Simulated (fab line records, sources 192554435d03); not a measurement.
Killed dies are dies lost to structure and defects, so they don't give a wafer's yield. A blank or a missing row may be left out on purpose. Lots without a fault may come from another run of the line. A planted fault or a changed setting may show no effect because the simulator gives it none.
A struck lot beside a sound one | flow n5_finfet | 36 steps out of a route of 1938
Sound: wafers L505.2, L505.3, L505.6. Struck: wafers L515.2, L515.4. (L515.5 of the same lot was not struck and is left out.) The cause comes at the end.
At each step with rows: each side's tool, then ch and its chambers, then its first start. Under that, the readings that differ: sound wafers | struck wafers | difference of the means | sigmas: that difference in standard deviations of wafers without a fault.
alike: readings whose means differ by less than 2 such deviations, and words and numbers that are the same on both sides. not compared: withheld readings, readings that some wafer has no value for, bounds like >300 that may hide the same value, and numbers for which the record gives no deviation and whose values overlap.
The two part at a step that has a row with sigmas, a row that says differs or no value, or rows on one side only. Numbers that don't overlap but have no deviation are shown without sigmas and don't part them. A reading that every wafer of one side lacks parts them only if that side has two wafers or more.

first, 9 steps without rows for these wafers: N5_SD_EPI_N_DEVELOP_08 (develop time 30 s); N5_SD_EPI_N_DESCUM_14 (chemistry O2, time 7.9 s); N5_SD_EPI_N_ETCH_34 (etches SiARC in CF4, target depth 45.5 nm, time 75.8 s); N5_SD_EPI_N_ETCH_35 (etches SOC in N2/H2, overetch 108 nm, time 486 s); N5_SD_EPI_N_STRIP_36 (strips in N2/H2); N5_SD_EPI_N_ETCHBACK_44 (etches SiNx in CH3F/O2, stops on SiO2, target depth 14.5 nm); N5_SD_EPI_N_ETCH_45 (etches SiOCN in CH3F/O2, target depth 6 nm); N5_SD_EPI_N_ETCH_16 (etches SiO2 in CHF3/O2, target depth 5 nm); N5_SD_EPI_N_STRIP_47 (strips in CHF3/O2).
N5_SD_EPI_N_SD_RECESS_17: chemistry HBr/Cl2/O2, target depth 41 nm, time 23.7 s, bt time 3 s.
  sound on rie_si-04 ch 1,2,3, day 4 21:02; struck on rie_si-04 ch 1,2, day 7 09:54
  reading                                 | sound             | struck     | difference | sigmas
  model.etch.depth_nm (nm)                | 40.98 40.63 41.41 | 46.65 47.5 | +6.07      |
  model.SD_EPI_N.feature_depth_nm (nm)    | 41 40.6 41.4      | 46.6 47.4  | +6.0       |
  model.Si_of_WELL_APT_EPI_41.thk_nm (nm) | 8.4 8.2 7.8       | 4.4 4.2    | -3.8       |
  alike: drypump_motor_current_A, oes_product_au, throttle_valve_pct
  not compared: rf_hours_counter_h
then, 2 steps without rows for these wafers: N5_SD_EPI_N_STRIP_38 (strips in N2/H2); N5_SD_EPI_N_WET_ETCH_43 (etches SiO2 in dHF, time 14 s, target depth 1.5 nm).
N5_SD_EPI_N_STRIP_18: strips in SPM, time 750 s.
  sound on wet_bench-03 ch 0,1,6, day 4 21:14; struck on wet_bench-02 ch 3,5, day 7 10:05
  reading                                 | sound       | struck | difference | sigmas
  model.Si_of_WELL_APT_EPI_41.thk_nm (nm) | 8.2 7.8 7.4 | 4 4    | -4         |
then, 21 steps without rows for these wafers: N5_SD_EPI_N_SRD_20 (time 30 s); N5_SD_EPI_N_PRECLEAN_48 (cleans in NF3:NH3, afs cycles 2, time 20 s, sublimation time 60 s); N5_SD_EPI_N_VAPOR_ETCH_50 (etches Si in HCl, time 54 s); N5_SD_EPI_N_EPI_21 (deposits Si:P, time 690 s); N5_SD_EPI_N_PRECLEAN_24 (cleans in O3/DIW, time 60 s); N5_SD_EPI_N_SRD_25 (time 30 s); N5_SD_EPI_N_PRECLEAN_49 (cleans in NF3:NH3, afs cycles 1, time 20 s, sublimation time 60 s); N5_SD_EPI_N_LINER_46 (material SiNx, target thk 3 nm); N5_SD_EPI_P_COAT_34 (time 60 s, resist thk 350 nm); N5_SD_EPI_P_COAT_35 (time 60 s, resist thk 35 nm); N5_SD_EPI_P_COAT_03 (resist thk 150 nm); N5_SD_EPI_P_EBR_05; N5_SD_EPI_P_SOFTBAKE_04 (time 60 s); N5_SD_EPI_P_EXPOSE_06 (exposes mask SD P BLK, target cd 240 nm); N5_SD_EPI_P_PEB_07 (peb time 60 s); N5_SD_EPI_P_DEVELOP_08 (develop time 30 s); N5_SD_EPI_P_DESCUM_14 (chemistry O2, time 7.9 s); N5_SD_EPI_P_ETCH_36 (etches SiARC in CF4, target depth 45.5 nm, time 75.8 s); N5_SD_EPI_P_ETCH_37 (etches SOC in N2/H2, overetch 108 nm, time 486 s); N5_SD_EPI_P_STRIP_38 (strips in N2/H2); N5_SD_EPI_P_ETCHBACK_46 (etches SiNx in CH3F/O2, stops on SiO2, target depth 17.5 nm).
-- the record jumps here: 5 days lie between the struck wafers' starts before and after (it left off in module SD_EPI_P and takes up again in module BEOL_M4, whose first step shown is number 1111 of the route) --
N5_BEOL_M4_RC_MEAS_101:
  sound on prober-01 ch 0, day 10 09:52; struck on prober-02 ch 0, day 12 08:26
  reading            | sound          | struck    | difference | sigmas
  CJ_N               | 4.32 4.29 4.37 | 4.79 4.82 | +0.48      | +5
  DIBL_N (mV/V)      | 36.4 36.0 37.1 | 43.6 47.7 | +9.2       | +5
  IOFF_N (nA/um)     | 0.16 0.15 0.17 | 0.49 1.17 | +0.67      | +19
  IOFF_N_85C (nA/um) | 3.2 3.0 3.4    | 7.8 16.2  | +8.8       | +15
  SS_N (mV/dec)      | 71.6 71.7 71.8 | 79.9 88.0 | +12.2      | +19
  alike: DIBL_P, IOFF_P, ION_N, ION_P, SS_P, VT_N, VT_P
-- the record jumps here: 5 days lie between the struck wafers' starts before and after (it left off in module BEOL_M4 and takes up again in module PASSIVATION, whose first step shown is number 1936 of the route) --
N5_PASSIVATION_PROBE_49:
  sound on prober-02, day 14 15:53; struck on prober-02, day 17 01:45
  reading                | sound          | struck      | difference | sigmas
  killed_at_other        | 2 2 1          | 14 7        | +9         | +3
  sort_bin_4_leakage (%) | 0 0 0          | 48.31 91.19 | +69.75     | +99 or more
  sort_n_pass            | 1085 1082 1080 | 486 0       | -839       | -49
  sort_yield_pct (%)     | 91.9 91.7 91.5 | 41.2 0      | -71.1      | -51
  alike: defect_limited_yield, killed_at_M0_to_M3, killed_at_M4_up, killed_at_contacts, killed_at_front_end, killed_dies, killed_open, killed_short, sort_bin_5_function, sort_bin_6_memory

WHERE THEY PART
First at N5_BEOL_M4_RC_MEAS_101; last, within this record, at N5_PASSIVATION_PROBE_49.

WHY: what the simulator had put in
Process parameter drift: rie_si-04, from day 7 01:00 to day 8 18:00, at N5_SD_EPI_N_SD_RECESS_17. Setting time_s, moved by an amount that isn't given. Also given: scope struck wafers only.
